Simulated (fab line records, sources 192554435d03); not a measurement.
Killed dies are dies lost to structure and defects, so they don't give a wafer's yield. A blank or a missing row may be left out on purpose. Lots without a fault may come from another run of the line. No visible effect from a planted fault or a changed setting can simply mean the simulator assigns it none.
A lot that was struck, set against a sound lot || flow n5-finfet || 36 steps out of a route of 1938
Sound: these wafers, L726.2, L726.3, L726.5. Struck: wafers L733.2, L733.3. (L733.4 of the same lot was not struck and is left out.) The cause comes at the end.
For every step that has rows: the tool of each side, followed by ch and its chambers, followed by its first start. Under that, the readings that differ: sound wafers || struck wafers || difference of the means || sigmas: that difference in standard deviations of wafers without a fault.
alike: readings whose means differ by less than 2 such deviations, and words and numbers that are the same on both sides. not compared: withheld readings, readings that some wafer has no value for, bounds like >300 that may hide the same value, and numbers for which the record gives no deviation and whose values overlap.
Wherever a step has rows on one side only, a row that says differs or no value, or a row with sigmas, the two part there. Numbers that have no deviation but don't overlap get no sigmas and don't part them. A reading that every wafer of one side lacks parts them only if that side has two wafers or more.

first, 8 steps without rows for these wafers: N5_MOL_CONTACT_COAG_PRE_CLEAN_121; N5_MOL_CONTACT_COAG_CVD_140 (deposits W, target thk 66.5 nm, time 215 s); N5_MOL_CONTACT_COAG_PRECLEAN_127 (cleans in DIW, time 57.5 s); N5_MOL_CONTACT_COAG_SRD_128 (dry time 32 s); N5_MOL_CONTACT_COAG_CMP_52 (polishes, stops on SiO2, t overpolish 1.5 s, target thk 66.5 nm); N5_MOL_CONTACT_COAG_ANNEAL_112 (time 1800 s); N5_BEOL_M0_SAQP_PECVD_00 (deposits SiCN from 3MS/NH3, target thk 8 nm, time 14 s); N5_BEOL_M0_SAQP_ILD_DEP_01 (deposits SiOC from DEMS/O2, target thk 45.419 nm, time 8.7 s).
N5_BEOL_M0_SAQP_HM_DEP_02: deposits TiN, target thk 12 nm.
  sound on pvd-sputter-02 at day 6 20:34; struck on pvd-sputter-02 at day 8 02:28
{"reading": "model.TiN_of_BEOL_M0_SAQP_HM_DEP_02.thk-nm (nm)", "sound": "11.8 12 12", "struck": "18 18.2", "difference": "+6", "sigmas": ""}
  alike: throttle-valve-pct
then, 25 steps without rows for these wafers: N5_BEOL_M0_SAQP_PECVD_03 (deposits SiCN from 3MS/NH3, target thk 12 nm, time 21.1 s); N5_BEOL_M0_SAQP_PECVD_96 (deposits a-Si from SiH4/He, target thk 45 nm, time 45.2 s); N5_BEOL_M0_SAQP_PECVD_97 (deposits SiNx from SiH4/NH3/N2, target thk 23 nm, time 19.9 s); N5_BEOL_M0_SAQP_PECVD_04 (deposits a-Si from SiH4/He, target thk 60 nm, time 60.2 s); N5_BEOL_M0_SAQP_HM_DEP_111 (deposits SiO2 from SiH4/N2O, target thk 12 nm, time 7.2 s); N5_BEOL_M0_SAQP_COAT_81 (time 60 s, resist thk 100 nm); N5_BEOL_M0_SAQP_COAT_82 (time 60 s, resist thk 30 nm); N5_BEOL_M0_SAQP_COAT_08 (resist thk 90 nm); N5_BEOL_M0_SAQP_EBR_10; N5_BEOL_M0_SAQP_SOFTBAKE_09 (time 60 s); N5_BEOL_M0_SAQP_EXPOSE_11 (exposes mask M0 CORE, target cd 42 nm); N5_BEOL_M0_SAQP_PEB_12 (peb time 60 s); N5_BEOL_M0_SAQP_DEVELOP_13 (develop time 30 s); N5_BEOL_M0_SAQP_DESCUM_19 (chemistry O2, time 7.9 s); N5_BEOL_M0_SAQP_ETCH_83 (etches SiARC in CF4, target depth 39 nm, time 65 s); N5_BEOL_M0_SAQP_ETCH_84 (etches SOC in N2/H2, target depth 100 nm, overetch 20 nm, time 150 s); N5_BEOL_M0_SAQP_STRIP_80 (strips in N2/H2); N5_BEOL_M0_SAQP_HM_OPEN_112 (chemistry CHF3/O2, target SiO2, stops on a-Si, target depth 12 nm, time 13.5 s); N5_BEOL_M0_SAQP_STRIP_113 (strips in CHF3/O2); N5_BEOL_M0_SAQP_MANDREL_ETCH_20 (etches a-Si in HBr/Cl2, stops on SiNx, target depth 60 nm, bt time 10 s, time 30 s); N5_BEOL_M0_SAQP_STRIP_86 (strips in N2/H2); N5_BEOL_M0_SAQP_STRIP_115 (strips in post etch residue remover, time 60 s); N5_BEOL_M0_SAQP_SRD_93 (time 30 s); N5_BEOL_M0_SAQP_RECESS_114 (chemistry HF/NH3, target SiO2, target depth 14.4 nm, afs cycles 3, sublimation time 60 s); N5_BEOL_M0_SAQP_SPACER1_ALD_98 (deposits SiO2, target thk 12.8 nm, pulse time 1 s, purge time 2 s).
N5_BEOL_M4_RC_MEAS_101:
  the record has rows for the sound wafers here (prober-01 ch 0, day 11 10:03) and none for the struck ones
-- a jump in the record: the struck wafers' starts before and after are 9 days apart (it breaks off in module BEOL_M4 and resumes in module PASSIVATION, where the first step shown is number 1936 of the route) --
N5_PASSIVATION_PROBE_49:
  sound on prober-01 at day 15 10:53; struck on prober-01 at day 16 20:47
{"reading": "defect-limited-yield (%)", "sound": "92.9 90.8 92.3", "struck": "0 0", "difference": -92, "sigmas": -54}
{"reading": "killed_at_M0_to_M3", "sound": "26 38 30", "struck": "1103 1115", "difference": "+1078", "sigmas": "+90"}
{"reading": "killed-dies", "sound": "84 108 91", "struck": "1180 1180", "difference": "+1086", "sigmas": "+54"}
{"reading": "killed-on-rim", "sound": "8 16 8", "struck": "152 152", "difference": "+141", "sigmas": "+33"}
{"reading": "sort_bin_5_function (%)", "sound": "4.5 5.5 4.3", "struck": "95.4 96.4", "difference": "+91.1", "sigmas": "+83"}
{"reading": "sort-n-pass", "sound": "1096 1072 1089", "struck": "0 0", "difference": -1086, "sigmas": -54}
{"reading": "sort-yield-pct (%)", "sound": "92.9 90.8 92.3", "struck": "0 0", "difference": -92, "sigmas": -54}
  alike: killed_at_M4_up, killed-at-contacts, killed-at-front-end, killed-at-other, killed-open, killed-short, sort_bin_6_memory

## WHERE THEY PART
At N5_BEOL_M4_RC_MEAS_101 first; at N5_PASSIVATION_PROBE_49 last (within this record only).

WHY: what had been put in by the simulator
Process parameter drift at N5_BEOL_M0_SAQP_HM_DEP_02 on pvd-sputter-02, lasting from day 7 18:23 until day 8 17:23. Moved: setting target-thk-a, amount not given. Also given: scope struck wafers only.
